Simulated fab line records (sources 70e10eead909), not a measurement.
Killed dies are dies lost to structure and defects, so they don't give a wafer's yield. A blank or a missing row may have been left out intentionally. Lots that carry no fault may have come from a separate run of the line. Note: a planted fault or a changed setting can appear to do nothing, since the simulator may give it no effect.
Which tool did it? / flow nand_harc / Sampling: 14 lots, 42 wafers, 5 of 1302 route steps

== WHAT EACH GAUGE READ, for each wafer ==
NHARC_END_SORT_01. Usual: killed_at_array 59, standard deviation 16; killed_at_other 0.8, standard deviation 1.1; killed_at_periphery 3.6, standard deviation 2.4; killed_dies 64, standard deviation 16; killed_open 3.4, standard deviation 1.8; killed_short 2.5, standard deviation 1.6.
lot=L876; measured=day 29 18:06; on=prober-02; killed_at_array=112 139 100; killed_at_other=1 3 0; killed_at_periphery=7 2 8; killed_dies=120 144 108; killed_open=5 2 3; killed_short=1 1 0; flag=OFF
lot=L877; measured=day 30 02:42; on=prober-02; killed_at_array=114 110 139; killed_at_other=0 0 1; killed_at_periphery=4 3 2; killed_dies=118 113 142; killed_open=6 5 0; killed_short=0 3 2; flag=OFF

== WHAT TOOL EACH LOT RAN ON (gives the tool, then ch and the chambers of the sampled wafers, and finally the start) ==
lot=L867; NHARC_A_CONTACT_ETCH_113=har_cap_etch-01 ch 0,1, day 21 15:24; NHARC_A_BONDPAD_DEGAS_25=pvd_sputter-01, day 23 08:25; NHARC_THIN_TSV_PRE_CLEAN_50=pvd_sputter-03, day 24 03:29 or earlier; NHARC_THIN_TSV_DEGAS_53=pvd_sputter-02, day 24 03:29
lot=L868; NHARC_A_CONTACT_ETCH_113=har_cap_etch-03 ch 1, day 22 08:29; NHARC_A_BONDPAD_DEGAS_25=pvd_sputter-01, day 23 21:19; NHARC_THIN_TSV_PRE_CLEAN_50=pvd_sputter-03, day 24 16:57 or earlier; NHARC_THIN_TSV_DEGAS_53=pvd_sputter-03, day 24 16:57
lot=L869; NHARC_A_CONTACT_ETCH_113=har_cap_etch-02 ch 0, day 22 09:24; NHARC_A_BONDPAD_DEGAS_25=pvd_sputter-02, day 23 23:35; NHARC_THIN_TSV_PRE_CLEAN_50=pvd_sputter-01, day 24 18:19 or earlier; NHARC_THIN_TSV_DEGAS_53=pvd_sputter-02, day 24 18:19
lot=L875; NHARC_A_CONTACT_ETCH_113=har_cap_etch-01 ch 0,1, day 25 13:26; NHARC_A_BONDPAD_DEGAS_25=pvd_sputter-03, day 27 03:30; NHARC_THIN_TSV_PRE_CLEAN_50=pvd_sputter-01, day 27 23:52 or earlier; NHARC_THIN_TSV_DEGAS_53=pvd_sputter-01, day 27 23:52
lot=L876; NHARC_A_CONTACT_ETCH_113=har_cap_etch-01 ch 0,1, day 26 05:02; NHARC_A_BONDPAD_DEGAS_25=pvd_sputter-03, day 28 04:18; NHARC_THIN_TSV_PRE_CLEAN_50=pvd_sputter-02, day 28 22:34 or earlier; NHARC_THIN_TSV_DEGAS_53=pvd_sputter-01, day 28 22:34
lot=L877; NHARC_A_CONTACT_ETCH_113=har_cap_etch-01 ch 0,1, day 26 14:52; NHARC_A_BONDPAD_DEGAS_25=pvd_sputter-02, day 28 10:11; NHARC_THIN_TSV_PRE_CLEAN_50=pvd_sputter-03, day 29 06:02 or earlier; NHARC_THIN_TSV_DEGAS_53=pvd_sputter-03, day 29 06:02
lot=L884; NHARC_A_CONTACT_ETCH_113=har_cap_etch-02 ch 0,1, day 28 06:34; NHARC_A_BONDPAD_DEGAS_25=pvd_sputter-01, day 30 00:05; NHARC_THIN_TSV_PRE_CLEAN_50=pvd_sputter-03, day 30 18:55 or earlier; NHARC_THIN_TSV_DEGAS_53=pvd_sputter-03, day 30 18:55
lot=L882; NHARC_A_CONTACT_ETCH_113=har_cap_etch-02 ch 0,1, day 28 16:00; NHARC_A_BONDPAD_DEGAS_25=pvd_sputter-01, day 30 13:11; NHARC_THIN_TSV_PRE_CLEAN_50=pvd_sputter-03, day 31 08:05 or earlier; NHARC_THIN_TSV_DEGAS_53=pvd_sputter-01, day 31 08:05
lot=L885; NHARC_A_CONTACT_ETCH_113=har_cap_etch-03 ch 0,1, day 28 20:28; NHARC_A_BONDPAD_DEGAS_25=pvd_sputter-02, day 30 15:24; NHARC_THIN_TSV_PRE_CLEAN_50=pvd_sputter-03, day 31 09:14 or earlier; NHARC_THIN_TSV_DEGAS_53=pvd_sputter-01, day 31 09:14
lot=L886; NHARC_A_CONTACT_ETCH_113=har_cap_etch-03 ch 0,1, day 29 14:14; NHARC_A_BONDPAD_DEGAS_25=pvd_sputter-01, day 31 04:08; NHARC_THIN_TSV_PRE_CLEAN_50=pvd_sputter-01, day 31 23:06 or earlier; NHARC_THIN_TSV_DEGAS_53=pvd_sputter-03, day 31 23:06
lot=L887; NHARC_A_CONTACT_ETCH_113=har_cap_etch-02 ch 0, day 29 18:40; NHARC_A_BONDPAD_DEGAS_25=pvd_sputter-02, day 31 07:02; NHARC_THIN_TSV_PRE_CLEAN_50=pvd_sputter-02, day 32 08:14 or earlier; NHARC_THIN_TSV_DEGAS_53=pvd_sputter-02, day 32 08:14
lot=L888; NHARC_A_CONTACT_ETCH_113=har_cap_etch-02 ch 0,1, day 30 15:05; NHARC_A_BONDPAD_DEGAS_25=pvd_sputter-03, day 32 04:49; NHARC_THIN_TSV_PRE_CLEAN_50=pvd_sputter-03, day 33 00:50 or earlier; NHARC_THIN_TSV_DEGAS_53=pvd_sputter-02, day 33 00:50
lot=L889; NHARC_A_CONTACT_ETCH_113=har_cap_etch-03 ch 0,1, day 30 15:15; NHARC_A_BONDPAD_DEGAS_25=pvd_sputter-03, day 32 05:52; NHARC_THIN_TSV_PRE_CLEAN_50=pvd_sputter-03, day 33 02:17 or earlier; NHARC_THIN_TSV_DEGAS_53=pvd_sputter-01, day 33 02:17
lot=L890; NHARC_A_CONTACT_ETCH_113=har_cap_etch-03 ch 0,1, day 31 03:38; NHARC_A_BONDPAD_DEGAS_25=pvd_sputter-03, day 32 15:47; NHARC_THIN_TSV_PRE_CLEAN_50=pvd_sputter-02, day 33 10:44 or earlier; NHARC_THIN_TSV_DEGAS_53=pvd_sputter-02, day 33 10:44
- NHARC_A_CONTACT_ETCH_113: etches the open film in C4F8/O2/Ar, time 190 s, target depth 1850 nm.
- NHARC_A_BONDPAD_DEGAS_25: time 60 s.
- NHARC_THIN_TSV_PRE_CLEAN_50: time 30 s.
- NHARC_THIN_TSV_DEGAS_53: time 60 s.

== WHAT THE TOOLS THEMSELVES READ (means of the sampled wafers that have a number; where no wafer has one, the mark that the record gives instead) ==
NHARC_A_BONDPAD_DEGAS_25. Usual: 475 W for heater_power_w, sd 45.
lot=L867; tool=pvd_sputter-01; heater_power_w (W)=473; flag=
lot=L868; tool=pvd_sputter-01; heater_power_w (W)=513; flag=
lot=L869; tool=pvd_sputter-02; heater_power_w (W)=522; flag=
lot=L875; tool=pvd_sputter-03; heater_power_w (W)=477; flag=
lot=L876; tool=pvd_sputter-03; heater_power_w (W)=450; flag=
lot=L877; tool=pvd_sputter-02; heater_power_w (W)=531; flag=
lot=L884; tool=pvd_sputter-01; heater_power_w (W)=520; flag=
lot=L882; tool=pvd_sputter-01; heater_power_w (W)=495; flag=
lot=L885; tool=pvd_sputter-02; heater_power_w (W)=516; flag=
lot=L886; tool=pvd_sputter-01; heater_power_w (W)=471; flag=
lot=L887; tool=pvd_sputter-02; heater_power_w (W)=529; flag=
lot=L888; tool=pvd_sputter-03; heater_power_w (W)=470; flag=
lot=L889; tool=pvd_sputter-03; heater_power_w (W)=426; flag=
lot=L890; tool=pvd_sputter-03; heater_power_w (W)=470; flag=

NHARC_THIN_TSV_PRE_CLEAN_50. Usual: 413 W for heater_power_w, sd 41.
lot=L867; tool=pvd_sputter-03; heater_power_w (W)=424; flag=
lot=L868; tool=pvd_sputter-03; heater_power_w (W)=410; flag=
lot=L869; tool=pvd_sputter-01; heater_power_w (W)=438; flag=
lot=L875; tool=pvd_sputter-01; heater_power_w (W)=467; flag=
lot=L876; tool=pvd_sputter-02; heater_power_w (W)=444; flag=
lot=L877; tool=pvd_sputter-03; heater_power_w (W)=410; flag=
lot=L884; tool=pvd_sputter-03; heater_power_w (W)=416; flag=
lot=L882; tool=pvd_sputter-03; heater_power_w (W)=377; flag=
lot=L885; tool=pvd_sputter-03; heater_power_w (W)=377; flag=
lot=L886; tool=pvd_sputter-01; heater_power_w (W)=456; flag=
lot=L887; tool=pvd_sputter-02; heater_power_w (W)=463; flag=
lot=L888; tool=pvd_sputter-03; heater_power_w (W)=352; flag=
lot=L889; tool=pvd_sputter-03; heater_power_w (W)=392; flag=
lot=L890; tool=pvd_sputter-02; heater_power_w (W)=430; flag=

NHARC_THIN_TSV_DEGAS_53. Usual: 493 W for heater_power_w, sd 47.
lot=L867; tool=pvd_sputter-02; heater_power_w (W)=498; flag=
lot=L868; tool=pvd_sputter-03; heater_power_w (W)=445; flag=
lot=L869; tool=pvd_sputter-02; heater_power_w (W)=551; flag=
lot=L875; tool=pvd_sputter-01; heater_power_w (W)=513; flag=
lot=L876; tool=pvd_sputter-01; heater_power_w (W)=514; flag=
lot=L877; tool=pvd_sputter-03; heater_power_w (W)=475; flag=
lot=L884; tool=pvd_sputter-03; heater_power_w (W)=474; flag=
lot=L882; tool=pvd_sputter-01; heater_power_w (W)=514; flag=
lot=L885; tool=pvd_sputter-01; heater_power_w (W)=486; flag=
lot=L886; tool=pvd_sputter-03; heater_power_w (W)=457; flag=
lot=L887; tool=pvd_sputter-02; heater_power_w (W)=501; flag=
lot=L888; tool=pvd_sputter-02; heater_power_w (W)=507; flag=
lot=L889; tool=pvd_sputter-01; heater_power_w (W)=504; flag=
lot=L890; tool=pvd_sputter-02; heater_power_w (W)=531; flag=

== THE ANSWER, worked out from the rows above alone ==
Rule: a lot is off if the mean of its wafers that have a number lies more than 3 standard deviations from the usual mean. Also off: a lot with no number at a reading for which 4 or more lots have one. All remaining lots with rows at the step are treated as sound. Order of review: gauges by route order, followed by the tools' own readings, for which a lot's mean as printed above is used. At the first step where some lot is off, the reading lying furthest off is the one used; lots without a number count as furthest.
Off: L876, L877, at NHARC_END_SORT_01 (killed_at_array). Neither off nor sound, because the step has no rows for them: L867, L868, L869, L875, L884, L882, L885, L886, L887, L888, L889, L890.
A tool fits if, at a process step before that reading, it ran every lot that is off, and no sound lot after the first of them. Gauges at NHARC_END_SORT_01: tried the same way as those tools. With no start given for some of its lots, NHARC_THIN_TSV_PRE_CLEAN_50 uses the hours and lot order of NHARC_THIN_TSV_DEGAS_53. Can't be told from this: 2 tools fit, har_cap_etch-01 at NHARC_A_CONTACT_ETCH_113, prober-02 at NHARC_END_SORT_01.

== WHAT THE SIMULATOR HAD PUT IN ==
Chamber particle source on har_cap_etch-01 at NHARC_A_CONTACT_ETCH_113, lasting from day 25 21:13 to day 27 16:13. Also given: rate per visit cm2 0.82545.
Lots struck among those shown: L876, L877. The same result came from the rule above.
